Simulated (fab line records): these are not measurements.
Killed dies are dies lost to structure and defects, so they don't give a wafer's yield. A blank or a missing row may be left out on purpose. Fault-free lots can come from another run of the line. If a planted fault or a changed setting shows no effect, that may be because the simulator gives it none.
Struck lot and sound lot, side by side / flow n5_finfet / 34 out of 1938 route steps
Sound: these wafers, L186.1, L186.4, L186.6. Struck: wafer L202.4 (L202.1, L202.5, from the same lot, were not struck and are left out); the cause is given at the end.
For every step that has rows: the tool of each side, followed by ch and its chambers, followed by its first start. Under that, the readings that differ: sound wafers / struck wafers / difference of the means / sigmas: that difference in standard deviations of wafers without a fault.
alike: readings with means less than 2 such deviations apart, plus words and numbers identical on both sides. not compared: withheld readings, readings lacking a value on some wafer, bounds such as >300 that could conceal the same value, and numbers that have no deviation in the record and whose values overlap.
The two part at a step that has a row with sigmas, a row that says differs or no value, or rows on one side only. Non-overlapping numbers with no deviation appear without sigmas and do not part them. Lack of a reading on every wafer of one side parts them only where that side has two or more wafers.

first, 7 steps without rows for these wafers: N5_BEOL_M4_PRE_CLEAN_60 (time 15 s); N5_BEOL_M4_CO_CAP_55 (material Co, precursor CCTBA/H2, target thk 2 nm, time 102.1 s); N5_BEOL_M4_PRE_CLEAN_56 (time 15 s); N5_BEOL_M4_DEP_57 (deposits SiCN from 3MS/NH3, target thk 8 nm, time 14 s); N5_BEOL_M5_ILD_DEP_00 (deposits SiCOH lowk from DEMS/porogen, target thk 140.64 nm, time 25.9 s); N5_BEOL_M5_CURE_79 (cures SiCOH lowk, time 240 s); N5_BEOL_M5_PECVD_70 (deposits SiO2 from TEOS/O2, target thk 16 nm, time 18 s).
N5_BEOL_M5_HM_DEP_02: deposits TiN, target thk 20 nm.
  struck on pvd_sputter-01, day 17 06:06; sound on pvd_sputter-01, day 11 22:59
reading=model.TiN_of_BEOL_M5_HM_DEP_02.thk_nm (nm); sound=20.4 20 20.4; struck=15.6; difference=-4.7; sigmas=
  alike: throttle_valve_pct
then, 16 steps without rows for these wafers: N5_BEOL_M5_COAT_59 (time 60 s, resist thk 60 nm); N5_BEOL_M5_COAT_60 (time 60 s, resist thk 12 nm); N5_BEOL_M5_COAT_71 (time 60 s, resist thk 5 nm); N5_BEOL_M5_COAT_05 (resist thk 30 nm); N5_BEOL_M5_EBR_07; N5_BEOL_M5_SOFTBAKE_06 (time 60 s); N5_BEOL_M5_EXPOSE_08 (exposes mask M5, target cd 28 nm); N5_BEOL_M5_PEB_09 (peb time 60 s); N5_BEOL_M5_DEVELOP_10 (develop time 30 s); N5_BEOL_M5_DESCUM_16 (chemistry O2, time 7 s); N5_BEOL_M5_ETCH_72 (etches underlayer in N2/H2, target depth 6.5 nm, time 5.2 s); N5_BEOL_M5_ETCH_61 (etches SiARC in CF4, target depth 15.6 nm, time 26 s); N5_BEOL_M5_ETCH_62 (etches SOC in N2/H2, target depth 75 nm, overetch 15 nm, time 112.5 s); N5_BEOL_M5_STRIP_63 (strips in N2/H2); N5_BEOL_M5_STRIP_73 (strips in N2/H2); N5_BEOL_M5_STRIP_64 (strips in CF4).
N5_BEOL_M5_HM_OPEN_17: chemistry Cl2/BCl3, target TiN, target depth 20 nm, overetch 6 nm.
  sound on rie_metal-01 ch 0,1, day 12 00:11; struck on rie_metal-02 ch 0, day 17 06:59
reading=oes_product_au (a.u.); sound=0.75 0.76 0.83; struck=0.63; difference=-0.15; sigmas=-3
reading=model.etch.depth_nm (nm); sound=20.49 20.1 20.45; struck=15.58; difference=-4.77; sigmas=
  alike: drypump_motor_current_A, throttle_valve_pct
  not compared: rf_hours_counter_h
then, 8 steps without rows for these wafers: N5_BEOL_M5_STRIP_19 (strips in O2); N5_BEOL_M5_COAT_65 (time 60 s, resist thk 60 nm); N5_BEOL_M5_COAT_66 (time 60 s, resist thk 12 nm); N5_BEOL_M5_COAT_74 (time 60 s, resist thk 5 nm); N5_BEOL_M5_COAT_22 (resist thk 30 nm); N5_BEOL_M5_EBR_24; N5_BEOL_M5_SOFTBAKE_23 (time 60 s); N5_BEOL_M5_EXPOSE_25 (exposes mask V4, defocus 10 nm).
N5_BEOL_M5_TRENCH_ETCH_37: etches SiCOH lowk in C4F6/O2, target depth 71.652 nm, time 24.7 s.
  sound: rie_diel-02 ch 2,3; struck: rie_diel-02 ch 3
reading=O2_flow_sccm (sccm); sound=10.04 10.01 9.98; struck=9.91; difference=-0.10; sigmas=-3
reading=rf_vpp_V (V); sound=658 716 659; struck=716; difference=+38; sigmas=+2
reading=model.TiN_of_BEOL_M5_HM_DEP_02.thk_nm (nm); sound=18.4 18 18.4; struck=13.4; difference=-4.9; sigmas=
  alike: C4F6_flow_sccm, drypump_motor_current_A, oes_product_au, showerhead_plenum_p_Torr, throttle_valve_pct
  not compared: rf_hours_counter_h

## WHERE THEY PART
Last at N5_BEOL_M5_TRENCH_ETCH_37 as far as this record goes, first at N5_BEOL_M5_HM_OPEN_17.

WHY: what had been put in by the simulator
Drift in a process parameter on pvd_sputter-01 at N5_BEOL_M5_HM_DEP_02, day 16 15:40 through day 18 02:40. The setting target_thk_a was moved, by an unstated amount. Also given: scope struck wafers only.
